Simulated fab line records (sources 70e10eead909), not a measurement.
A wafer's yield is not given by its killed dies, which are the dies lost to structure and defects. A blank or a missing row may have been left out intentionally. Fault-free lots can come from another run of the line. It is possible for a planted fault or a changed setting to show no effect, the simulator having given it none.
fab line records + flow nand_harc + part 2 of 2: steps 4 to 6 of 6
record
- lots=22
- wafers=66
- last_day=33
route steps=1302 shown P_M0@283 P_M1@299 P_BONDPAD@368 A_ZERO_WELL@403
lots untouched by any fault: they come from a run of this same line in which no faults occurred
start_h: start of the lot's first displayed wafer, in hours after the record's first day + wait_h: how many hours have passed since the lot's step before this one + " identical to the entry in the row above + L1.1+2: a single row standing in for several wafers + - either no value or no given start + * or withheld: withheld + < > ~ a bound
route shown NAME@n: a module of which the file shows steps, and the number in the route of the first + usual: mean and standard deviation over wafers with no fault + same: alike in all rows + chamber/n: place in a boat + sites: per-site readings + _std_site: standard deviation across them + _edge_site: inner sites' mean taken away from outer sites' mean + radius_mm: how far each site lies from the wafer's centre + mask NAME#n: copy n + behind: the most recent tool/chamber to have shaped the wafer + hold: what put the lot on hold/how long, in hours/how the hold closed + device: names the non-switching transistor (n, p or np) + end of line: tests of these same wafers at the route's end + a step given without rows: its recipe and nothing more + killed: at the first sort, the dies lost to defects and structure; wafer yield is something else + map: the dies of a wafer, with x for killed, . for not killed, _ for no die there
set.NAME: the setting that was run; set.NAME@STEP: the one run at that earlier step + model.NAME: the simulator's own value behind a step, which no gauge read
route steps across a sampled set of lots; one table per step, one row per wafer
services: from which hour (start_h, from the record's first day; less than 0 if before it) a tool's chamber was out of use, for how many hours, and why
## steps
# step NHARC_P_BONDPAD_STRIP_15
# recipe
- o2_flow_sccm=500
- ar_flow_sccm=0
- bias_w=0
- chemistry=O2
# usual
- drypump_motor_current_A=5.6/0.48
- oes_product_au=0.996/0.01
- rf_vpp_V=57.7/0.86
- showerhead_plenum_p_Torr=3.50/0.14
- throttle_valve_pct=17.037/0.0093
| lot.wafer | tool        | chamber | start_h | wait_h | drypump_motor_current_A | oes_product_au | rf_hours_counter_h | rf_vpp_V | showerhead_plenum_p_Torr | throttle_valve_pct |
|-----------|-------------|---------|---------|--------|-------------------------|----------------|--------------------|----------|--------------------------|--------------------|
| L074.2    | rie_diel-07 | 0       | 134.43  | 0.1    | 5.8                     | 1.005          | 0.3                | 58.3     | 3.70                     | 17.043             |
| L074.1    | "           | 1       | "       | "      | 6.5                     | 0.993          | 0.4                | 57.4     | 3.63                     | 17.030             |
| L074.5    | "           | 0       | "       | "      | 5.8                     | 0.999          | -                  | 58.0     | 3.70                     | 17.032             |
| L075.2    | rie_diel-07 | 3       | 147.98  | 0.1    | 6.2                     | 1.001          | 0.8                | 56.9     | 3.33                     | 17.025             |
| L075.3    | "           | 0       | "       | "      | 5.8                     | 0.993          | 1.0                | 58.8     | 3.70                     | 17.034             |
| L075.5    | "           | 3       | "       | "      | 6.2                     | 0.992          | -                  | 56.8     | 3.32                     | 17.046             |
| L076.3    | rie_diel-01 | 0       | 159.16  | 0.1    | 5.1                     | 0.993          | 3.5                | 57.1     | 3.49                     | 17.045             |
| L076.6    | "           | 3       | "       | "      | 5.4                     | 1.009          | -                  | 56.4     | 3.41                     | 17.034             |
| L076.5    | "           | 0       | "       | "      | 5.1                     | 0.994          | -                  | 56.6     | 3.49                     | 17.028             |
| L077.4    | rie_diel-07 | 2       | 166.67  | 0.1    | 5.8                     | 0.986          | 1.9                | 56.9     | 3.41                     | 17.037             |
| L077.3    | "           | 3       | "       | "      | 6.1                     | 1.008          | 1.8                | 58.4     | 3.32                     | 17.048             |
| L077.5    | "           | 2       | "       | "      | 5.8                     | 0.988          | -                  | 57.5     | 3.41                     | 17.032             |
| L079.4    | rie_diel-01 | 2       | 185.23  | 0.1    | 5.7                     | 0.994          | 3.5                | 57.3     | 3.59                     | 17.046             |
| L079.1    | "           | 3       | "       | "      | 5.4                     | 1.005          | 4.5                | 56.8     | 3.41                     | 17.038             |
| L079.6    | "           | 3       | "       | "      | 5.4                     | 1.009          | -                  | 56.7     | 3.41                     | 17.039             |
| L080.4    | rie_diel-01 | 1       | 203.06  | 0.1    | 5.2                     | 1.001          | 5.2                | 58.7     | 3.32                     | 17.043             |
| L080.2    | "           | 3       | "       | "      | 5.3                     | 1.021          | 5.2                | 57.8     | 3.41                     | 17.032             |
| L080.6    | "           | 2       | "       | "      | 5.7                     | 1.001          | -                  | 57.4     | 3.59                     | 17.028             |
| L081.1    | rie_diel-13 | 3       | 208.75  | 0.1    | 5.5                     | 0.988          | 1.5                | 58.6     | 3.73                     | 17.029             |
| L081.2    | "           | 1       | "       | "      | 4.7                     | 1.013          | 1.5                | 56.1     | 3.32                     | 17.062             |
| L081.3    | "           | 2       | "       | "      | 4.9                     | 0.997          | 0.3                | 58.6     | 3.60                     | 17.040             |
| L082.3    | rie_diel-07 | 0       | 215.40  | 0.1    | 5.8                     | 1.013          | 4.7                | 59.0     | 3.70                     | 17.026             |
| L082.1    | "           | 1       | "       | "      | 6.5                     | 0.995          | 4.7                | 57.6     | 3.62                     | 17.025             |
| L082.6    | "           | 3       | "       | "      | 6.2                     | 0.989          | -                  | 56.6     | 3.32                     | 17.030             |
| L083.3    | rie_diel-13 | 0       | 225.86  | 0.1    | 5.7                     | 1.000          | 1.5                | 56.3     | 3.48                     | 17.031             |
| L083.4    | "           | 1       | "       | "      | 4.7                     | 0.991          | -                  | 56.3     | 3.32                     | 17.029             |
| L083.5    | "           | 0       | "       | "      | 5.8                     | 0.996          | -                  | 58.8     | 3.48                     | 17.038             |
| L084.2    | rie_diel-13 | 3       | 243.15  | 0.1    | 5.5                     | 0.984          | 2.9                | 57.1     | 3.73                     | 17.033             |
| L084.5    | "           | 1       | "       | "      | 4.7                     | 0.994          | -                  | 59.1     | 3.32                     | 17.040             |
| L084.6    | "           | 3       | "       | "      | 5.5                     | 0.985          | -                  | 57.8     | 3.73                     | 17.047             |
| L085.3    | rie_diel-13 | 2       | 248.55  | 0.1    | 4.9                     | 0.994          | 0.5                | 57.2     | 3.60                     | 17.040             |
| L085.1    | "           | 1       | "       | "      | 4.7                     | 0.996          | 3.1                | 57.8     | 3.32                     | 17.026             |
| L085.6    | "           | 2       | "       | "      | 4.9                     | 0.991          | -                  | 57.7     | 3.60                     | 17.044             |
| L086.2    | rie_diel-07 | 2       | 252.71  | 0.1    | 5.8                     | 0.987          | 6.4                | 57.4     | 3.40                     | 17.047             |
| L086.1    | "           | 3       | "       | "      | 6.2                     | 1.006          | 6.4                | 57.3     | 3.32                     | 17.029             |
| L086.5    | "           | 2       | "       | "      | 5.8                     | 0.983          | -                  | 57.6     | 3.40                     | 17.039             |
| L087.4    | rie_diel-07 | 0       | 259.59  | 0.1    | 5.8                     | 1.000          | 6.4                | 57.2     | 3.70                     | 17.035             |
| L087.5    | "           | 2       | "       | "      | 5.8                     | 0.998          | -                  | 58.0     | 3.40                     | 17.024             |
| L087.6    | "           | 3       | "       | "      | 6.2                     | 1.004          | -                  | 56.5     | 3.32                     | 17.045             |
| L089.1    | rie_diel-01 | 1       | 279.55  | 0.1    | 5.2                     | 0.976          | 1.9                | 58.7     | 3.32                     | 17.044             |
| L089.3    | "           | 2       | "       | "      | 5.7                     | 0.985          | 2.3                | 57.5     | 3.59                     | 17.043             |
| L089.2    | "           | 0       | "       | "      | 5.1                     | 0.998          | 2.0                | 56.6     | 3.49                     | 17.032             |
| L088.2    | rie_diel-13 | 2       | 280.38  | 0.1    | 4.9                     | 0.989          | 2.5                | 59.6     | 3.60                     | 17.037             |
| L088.6    | "           | 3       | "       | "      | 5.5                     | 0.996          | -                  | 58.1     | 3.73                     | 17.033             |
| L088.5    | "           | 0       | "       | "      | 5.8                     | 1.001          | -                  | 58.8     | 3.48                     | 17.024             |
| L090.4    | rie_diel-13 | 3       | 295.47  | 0.1    | 5.5                     | 0.991          | 4.9                | 58.3     | 3.73                     | 17.033             |
| L090.1    | "           | 0       | "       | "      | 5.8                     | 1.001          | 5.1                | 58.2     | 3.48                     | 17.046             |
| L090.5    | "           | 2       | "       | "      | 4.9                     | 0.995          | -                  | 56.2     | 3.60                     | 17.035             |
| L091.2    | rie_diel-07 | 2       | 303.44  | 0.1    | 5.8                     | 1.002          | 0.0                | 56.6     | 3.40                     | 17.059             |
| L091.4    | "           | 3       | "       | "      | 6.2                     | 1.009          | -                  | 58.3     | 3.32                     | 17.044             |
| L091.5    | "           | 2       | "       | "      | 5.8                     | 1.000          | -                  | 56.6     | 3.40                     | 17.012             |
| L092.1    | rie_diel-07 | 1       | 320.31  | 0.1    | 6.4                     | 0.992          | 0.6                | 58.4     | 3.62                     | 17.037             |
| L092.6    | "           | 2       | "       | "      | 5.8                     | 1.004          | -                  | 57.7     | 3.40                     | 17.051             |
| L092.5    | "           | 3       | "       | "      | 6.2                     | 1.015          | -                  | 56.9     | 3.32                     | 17.039             |
| L093.2    | rie_diel-07 | 2       | 321.17  | 0.1    | 5.8                     | 0.988          | 1.1                | 57.9     | 3.40                     | 17.039             |
| L093.1    | "           | 3       | "       | "      | 6.2                     | 0.998          | 1.1                | 59.0     | 3.32                     | 17.038             |
| L093.5    | "           | 2       | "       | "      | 5.8                     | 0.993          | -                  | 56.7     | 3.40                     | 17.043             |
| L094.1    | rie_diel-01 | 2       | 335.69  | 0.1    | 5.8                     | 0.992          | 3.8                | 58.4     | 3.59                     | 17.052             |
| L094.2    | "           | 3       | "       | "      | 5.4                     | 1.003          | 3.8                | 57.0     | 3.41                     | 17.036             |
| L094.5    | "           | 2       | "       | "      | 5.7                     | 0.987          | -                  | 58.2     | 3.59                     | 17.047             |
| L095.2    | rie_diel-01 | 0       | 348.41  | 0.1    | 5.1                     | 0.998          | 2.8                | 59.2     | 3.49                     | 17.033             |
| L095.1    | "           | 2       | "       | "      | 5.7                     | 0.977          | 4.0                | 57.0     | 3.59                     | 17.039             |
| L095.5    | "           | 3       | "       | "      | 5.4                     | 1.001          | -                  | 56.9     | 3.41                     | 17.041             |
| L097.3    | rie_diel-13 | 0       | 365.88  | 0.1    | 5.7                     | 0.999          | 1.1                | 56.6     | 3.48                     | 17.037             |
| L097.1    | "           | 1       | "       | "      | 4.7                     | 1.007          | 2.3                | 57.4     | 3.32                     | 17.034             |
| L097.6    | "           | 3       | "       | "      | 5.5                     | 0.985          | -                  | 56.1     | 3.73                     | 17.030             |
# step NHARC_P_BONDPAD_THK_MEAS_20
# recipe
- thk_meas_gauge=xrf
# usual
- thk_nm=160.8/1.5
| lot.wafer | tool          | chamber | start_h | wait_h | thk_nm |
|-----------|---------------|---------|---------|--------|--------|
| L074.1    | film_metro-01 | -       | 136.38  | -      | 159.7  |
| L074.2    | "             | -       | "       | "      | 160.4  |
| L074.5    | "             | -       | "       | "      | 159.0  |
| L075.2    | film_metro-02 | -       | 149.92  | -      | 160.0  |
| L075.3    | "             | -       | "       | "      | 161.3  |
| L075.5    | "             | -       | "       | "      | 161.5  |
| L076.3    | film_metro-01 | -       | 161.20  | -      | 159.9  |
| L076.5    | "             | -       | "       | "      | 157.7  |
| L076.6    | "             | -       | "       | "      | 158.7  |
| L077.3    | film_metro-01 | -       | 168.60  | -      | 163.4  |
| L077.4    | "             | -       | "       | "      | 161.9  |
| L077.5    | "             | -       | "       | "      | 161.9  |
| L079.1    | film_metro-02 | -       | 187.18  | -      | 160.6  |
| L079.4    | "             | -       | "       | "      | 161.1  |
| L079.6    | "             | -       | "       | "      | 160.5  |
| L080.2    | film_metro-02 | -       | 205.02  | -      | 159.9  |
| L080.4    | "             | -       | "       | "      | 158.0  |
| L080.6    | "             | -       | "       | "      | 161.4  |
| L081.1    | film_metro-02 | -       | 210.70  | -      | 163.6  |
| L081.2    | "             | -       | "       | "      | 162.1  |
| L081.3    | "             | -       | "       | "      | 161.3  |
| L082.1    | film_metro-02 | -       | 217.35  | -      | 161.4  |
| L082.3    | "             | -       | "       | "      | 163.7  |
| L082.6    | "             | -       | "       | "      | 162.7  |
| L083.3    | film_metro-02 | -       | 227.82  | -      | 160.6  |
| L083.4    | "             | -       | "       | "      | 161.5  |
| L083.5    | "             | -       | "       | "      | 159.7  |
| L084.2    | film_metro-01 | -       | 245.11  | -      | 158.8  |
| L084.5    | "             | -       | "       | "      | 160.3  |
| L084.6    | "             | -       | "       | "      | 160.1  |
| L085.1    | film_metro-02 | -       | 250.50  | -      | 164.7  |
| L085.3    | "             | -       | "       | "      | 159.8  |
| L085.6    | "             | -       | "       | "      | 161.9  |
| L086.1    | film_metro-02 | -       | 254.64  | -      | 158.3  |
| L086.2    | "             | -       | "       | "      | 159.8  |
| L086.5    | "             | -       | "       | "      | 158.6  |
| L087.4    | film_metro-01 | -       | 261.52  | -      | 156.9  |
| L087.5    | "             | -       | "       | "      | 161.4  |
| L087.6    | "             | -       | "       | "      | 158.4  |
| L089.1    | film_metro-02 | -       | 281.52  | -      | 163.4  |
| L089.2    | "             | -       | "       | "      | 161.0  |
| L089.3    | "             | -       | "       | "      | 161.8  |
| L088.2    | film_metro-02 | -       | 282.29  | -      | 162.2  |
| L088.5    | "             | -       | "       | "      | 164.1  |
| L088.6    | "             | -       | "       | "      | 159.9  |
| L090.1    | film_metro-01 | -       | 297.41  | -      | 160.8  |
| L090.4    | "             | -       | "       | "      | 163.2  |
| L090.5    | "             | -       | "       | "      | 162.3  |
| L091.2    | film_metro-01 | -       | 305.50  | -      | 160.5  |
| L091.4    | "             | -       | "       | "      | 158.6  |
| L091.5    | "             | -       | "       | "      | 159.9  |
| L092.1    | film_metro-02 | -       | 322.30  | -      | 160.5  |
| L092.5    | "             | -       | "       | "      | 164.0  |
| L092.6    | "             | -       | "       | "      | 161.0  |
| L093.1    | film_metro-02 | -       | 323.13  | -      | 159.1  |
| L093.2    | "             | -       | "       | "      | 160.0  |
| L093.5    | "             | -       | "       | "      | 160.5  |
| L094.1    | film_metro-02 | -       | 337.77  | -      | 159.5  |
| L094.2    | "             | -       | "       | "      | 161.4  |
| L094.5    | "             | -       | "       | "      | 160.7  |
| L095.1    | film_metro-02 | -       | 350.35  | -      | 161.2  |
| L095.2    | "             | -       | "       | "      | 162.2  |
| L095.5    | "             | -       | "       | "      | 161.9  |
| L097.1    | film_metro-02 | -       | 367.80  | -      | 160.4  |
| L097.3    | "             | -       | "       | "      | 160.4  |
| L097.6    | "             | -       | "       | "      | 163.9  |
# step NHARC_A_ZERO_WELL_DESCUM_12
# recipe
- time_s=3
- o2_flow_sccm=200
- ar_flow_sccm=0
- bias_power_w=0
- chemistry=O2
# usual
- drypump_motor_current_A=5.7/0.34
- oes_product_au=1.000/0.0091
- rf_vpp_V=57.7/0.96
- showerhead_plenum_p_Torr=1.90/0.08
- throttle_valve_pct=11.312/0.0089
| lot.wafer | tool        | chamber | start_h | wait_h | drypump_motor_current_A | oes_product_au | rf_hours_counter_h | rf_vpp_V | showerhead_plenum_p_Torr | throttle_valve_pct |
|-----------|-------------|---------|---------|--------|-------------------------|----------------|--------------------|----------|--------------------------|--------------------|
| L074.1    | rie_diel-11 | 0       | 138.06  | -      | 5.5                     | 0.997          | 13                 | 59.5     | 1.95                     | 11.313             |
| L074.2    | "           | 1       | "       | "      | 5.8                     | 0.992          | 13                 | 57.9     | 1.90                     | 11.320             |
| L074.5    | "           | 3       | "       | "      | 5.9                     | 0.989          | -                  | 57.9     | 1.89                     | 11.306             |
| L075.2    | rie_diel-10 | 1       | 151.61  | -      | 5.2                     | 0.996          | 3                  | 56.9     | 1.84                     | 11.320             |
| L075.3    | "           | 0       | "       | "      | 5.7                     | 1.010          | 3                  | 58.2     | 2.00                     | 11.312             |
| L075.5    | "           | 2       | "       | "      | 5.7                     | 1.007          | -                  | 58.5     | 2.00                     | 11.319             |
| L076.3    | rie_diel-10 | 1       | 162.76  | -      | 5.2                     | 0.997          | 3                  | 57.9     | 1.84                     | 11.305             |
| L076.6    | "           | 1       | "       | "      | 5.2                     | 1.000          | -                  | 56.6     | 1.84                     | 11.325             |
| L076.5    | "           | 0       | "       | "      | 5.8                     | 1.023          | -                  | 58.1     | 2.00                     | 11.321             |
| L077.3    | rie_diel-10 | 1       | 170.26  | -      | 5.2                     | 0.983          | 3                  | 58.2     | 1.84                     | 11.330             |
| L077.5    | "           | 1       | "       | "      | 5.2                     | 0.995          | -                  | 57.1     | 1.84                     | 11.328             |
| L077.4    | "           | 0       | "       | "      | 5.8                     | 1.025          | -                  | 59.3     | 2.00                     | 11.312             |
| L079.4    | rie_diel-11 | 3       | 188.86  | -      | 5.9                     | 0.993          | 34                 | 58.4     | 1.88                     | 11.314             |
| L079.1    | "           | 0       | "       | "      | 5.5                     | 0.993          | 29                 | 57.6     | 1.94                     | 11.312             |
| L079.6    | "           | 3       | "       | "      | 5.9                     | 0.989          | -                  | 56.6     | 1.88                     | 11.307             |
| L080.2    | rie_diel-10 | 2       | 206.71  | -      | 5.7                     | 1.006          | 4                  | 56.9     | 2.00                     | 11.315             |
| L080.4    | "           | 3       | "       | "      | 6.3                     | 0.998          | 1                  | 57.2     | 1.84                     | 11.309             |
| L080.6    | "           | 2       | "       | "      | 5.7                     | 0.994          | -                  | 58.8     | 2.00                     | 11.322             |
| L081.1    | rie_diel-10 | 2       | 212.25  | -      | 5.8                     | 1.003          | 4                  | 58.2     | 2.00                     | 11.316             |
| L081.3    | "           | 3       | "       | "      | 6.3                     | 0.991          | 1                  | 56.8     | 1.84                     | 11.314             |
| L081.2    | "           | 0       | "       | "      | 5.7                     | 1.009          | 4                  | 57.3     | 2.00                     | 11.303             |
| L082.1    | rie_diel-10 | 0       | 219.05  | -      | 5.7                     | 1.015          | 4                  | 55.8     | 2.00                     | 11.305             |
| L082.3    | "           | 1       | "       | "      | 5.2                     | 0.980          | 4                  | 57.3     | 1.84                     | 11.298             |
| L082.6    | "           | 3       | "       | "      | 6.3                     | 0.980          | -                  | 56.6     | 1.84                     | 11.317             |
| L083.4    | rie_diel-11 | 1       | 229.41  | -      | 5.9                     | 0.988          | 48                 | 57.2     | 1.89                     | 11.299             |
| L083.3    | "           | 2       | "       | "      | 6.4                     | 1.011          | 50                 | 57.5     | 1.84                     | 11.322             |
| L083.5    | "           | 0       | "       | "      | 5.5                     | 1.004          | -                  | 58.2     | 1.94                     | 11.297             |
| L084.2    | rie_diel-11 | 3       | 246.65  | -      | 5.8                     | 0.991          | 54                 | 58.1     | 1.88                     | 11.306             |
| L084.5    | "           | 3       | "       | "      | 5.9                     | 0.997          | -                  | 58.3     | 1.88                     | 11.298             |
| L084.6    | "           | 0       | "       | "      | 5.5                     | 0.999          | -                  | 56.6     | 1.93                     | 11.312             |
| L085.1    | rie_diel-09 | 2       | 252.19  | -      | 5.7                     | 1.012          | 16                 | 57.0     | 1.79                     | 11.322             |
| L085.3    | "           | 3       | "       | "      | 6.2                     | 1.015          | 15                 | 56.8     | 1.80                     | 11.300             |
| L085.6    | "           | 1       | "       | "      | 5.7                     | 0.992          | -                  | 57.8     | 1.78                     | 11.319             |
| L086.2    | rie_diel-10 | 1       | 256.35  | -      | 5.2                     | 1.004          | 0                  | 58.9     | 1.84                     | 11.308             |
| L086.1    | "           | 2       | "       | "      | 5.7                     | 0.998          | 0                  | 58.6     | 2.00                     | 11.304             |
| L086.5    | "           | 1       | "       | "      | 5.2                     | 0.985          | -                  | 57.4     | 1.84                     | 11.298             |
| L087.4    | rie_diel-09 | 2       | 263.28  | -      | 5.6                     | 1.004          | 17                 | 58.3     | 1.79                     | 11.316             |
| L087.5    | "           | 0       | "       | "      | 5.3                     | 1.004          | -                  | 58.8     | 2.04                     | 11.308             |
| L087.6    | "           | 1       | "       | "      | 5.6                     | 1.010          | -                  | 58.5     | 1.78                     | 11.318             |
| L089.3    | rie_diel-09 | 1       | 283.18  | -      | 5.7                     | 1.014          | 20                 | 56.9     | 1.78                     | 11.317             |
| L089.2    | "           | 2       | "       | "      | 5.7                     | 1.010          | 20                 | 57.9     | 1.79                     | 11.312             |
| L089.1    | "           | 3       | "       | "      | 6.2                     | 1.003          | 20                 | 56.3     | 1.80                     | 11.322             |
| L088.2    | rie_diel-10 | 2       | 283.98  | -      | 5.7                     | 0.997          | 1                  | 58.9     | 2.00                     | 11.305             |
| L088.5    | "           | 1       | "       | "      | 5.2                     | 1.005          | -                  | 58.5     | 1.84                     | 11.314             |
| L088.6    | "           | 2       | "       | "      | 5.7                     | 1.003          | -                  | 58.1     | 2.00                     | 11.306             |
| L090.4    | rie_diel-11 | 0       | 299.11  | -      | 5.5                     | 0.996          | 10                 | 56.0     | 1.93                     | 11.300             |
| L090.1    | "           | 1       | "       | "      | 5.8                     | 0.995          | 10                 | 60.1     | 1.88                     | 11.300             |
| L090.5    | "           | 0       | "       | "      | 5.5                     | 0.998          | -                  | 58.3     | 1.93                     | 11.319             |
| L091.2    | rie_diel-10 | 3       | 307.20  | -      | 6.3                     | 0.994          | 2                  | 57.3     | 1.84                     | 11.309             |
| L091.4    | "           | 1       | "       | "      | 5.2                     | 1.007          | 2                  | 57.5     | 1.84                     | 11.313             |
| L091.5    | "           | 3       | "       | "      | 6.3                     | 0.995          | -                  | 57.7     | 1.84                     | 11.322             |
| L092.1    | rie_diel-10 | 3       | 323.88  | -      | 6.3                     | 1.004          | 2                  | 57.4     | 1.84                     | 11.310             |
| L092.6    | "           | 0       | "       | "      | 5.7                     | 0.997          | -                  | 58.6     | 2.00                     | 11.314             |
| L092.5    | "           | 1       | "       | "      | 5.2                     | 1.006          | -                  | 58.3     | 1.84                     | 11.315             |
| L093.2    | rie_diel-11 | 0       | 324.83  | -      | 5.5                     | 0.987          | 17                 | 58.3     | 1.93                     | 11.303             |
| L093.1    | "           | 1       | "       | "      | 5.8                     | 1.002          | 17                 | 57.6     | 1.88                     | 11.316             |
| L093.5    | "           | 1       | "       | "      | 5.8                     | 0.999          | -                  | 58.1     | 1.88                     | 11.319             |
| L094.2    | rie_diel-09 | 2       | 339.46  | -      | 5.6                     | 1.002          | 2                  | 56.6     | 1.79                     | 11.300             |
| L094.1    | "           | 0       | "       | "      | 5.3                     | 1.001          | 2                  | 56.9     | 2.03                     | 11.312             |
| L094.5    | "           | 1       | "       | "      | 5.7                     | 0.993          | -                  | 57.5     | 1.78                     | 11.313             |
| L095.2    | rie_diel-10 | 2       | 352.02  | -      | 5.7                     | 1.014          | 3                  | 59.7     | 2.00                     | 11.316             |
| L095.1    | "           | 0       | "       | "      | 5.7                     | 1.015          | 2                  | 57.5     | 2.00                     | 11.326             |
| L095.5    | "           | 1       | "       | "      | 5.2                     | 1.009          | -                  | 58.5     | 1.84                     | 11.320             |
| L097.1    | rie_diel-10 | 2       | 369.35  | -      | 5.7                     | 1.004          | 3                  | 59.9     | 2.00                     | 11.310             |
| L097.3    | "           | 0       | "       | "      | 5.8                     | 1.017          | 3                  | 57.8     | 2.00                     | 11.313             |
| L097.6    | "           | 2       | "       | "      | 5.7                     | 1.008          | -                  | 59.5     | 2.00                     | 11.326             |
## services
| tool        | chamber | start_h | hours | kind   |
|-------------|---------|---------|-------|--------|
| rie_diel-02 | 0       | 100.11  | 9.1   | repair |
| rie_diel-05 | 1       | 112.74  | 5.0   | repair |
| rie_diel-07 | -       | 117.20  | 9.0   | pm     |
| rie_diel-01 | 2       | 149.37  | 35.2  | repair |
| rie_diel-02 | 2       | 154.24  | 8.4   | repair |
| rie_diel-13 | -       | 165.00  | 9.0   | pm     |
| rie_diel-13 | 0       | 175.52  | 3.4   | repair |
| rie_diel-05 | -       | 192.08  | 1.6   | repair |
| rie_diel-01 | -       | 203.80  | 9.0   | pm     |
| rie_diel-05 | 1       | 212.58  | 10.1  | repair |
| rie_diel-13 | 2       | 225.09  | 21.4  | repair |
| rie_diel-05 | -       | 229.60  | 9.0   | pm     |
| rie_diel-10 | -       | 242.54  | 9.0   | pm     |
| rie_diel-07 | 2       | 286.92  | 3.3   | repair |
| rie_diel-07 | -       | 294.20  | 9.0   | pm     |
| rie_diel-05 | 3       | 301.09  | 3.7   | repair |
| rie_diel-07 | 0       | 318.46  | 11.5  | repair |
| rie_diel-07 | 1       | 322.69  | 3.7   | repair |
| rie_diel-10 | 1       | 326.92  | 8.7   | repair |
| rie_diel-01 | 0       | 328.31  | 10.0  | repair |
| rie_diel-01 | 1       | 334.30  | 5.2   | repair |
| rie_diel-13 | -       | 342.00  | 9.0   | pm     |
| rie_diel-07 | 2       | 351.74  | 63.2  | repair |
| rie_diel-01 | 0       | 354.52  | 5.8   | repair |
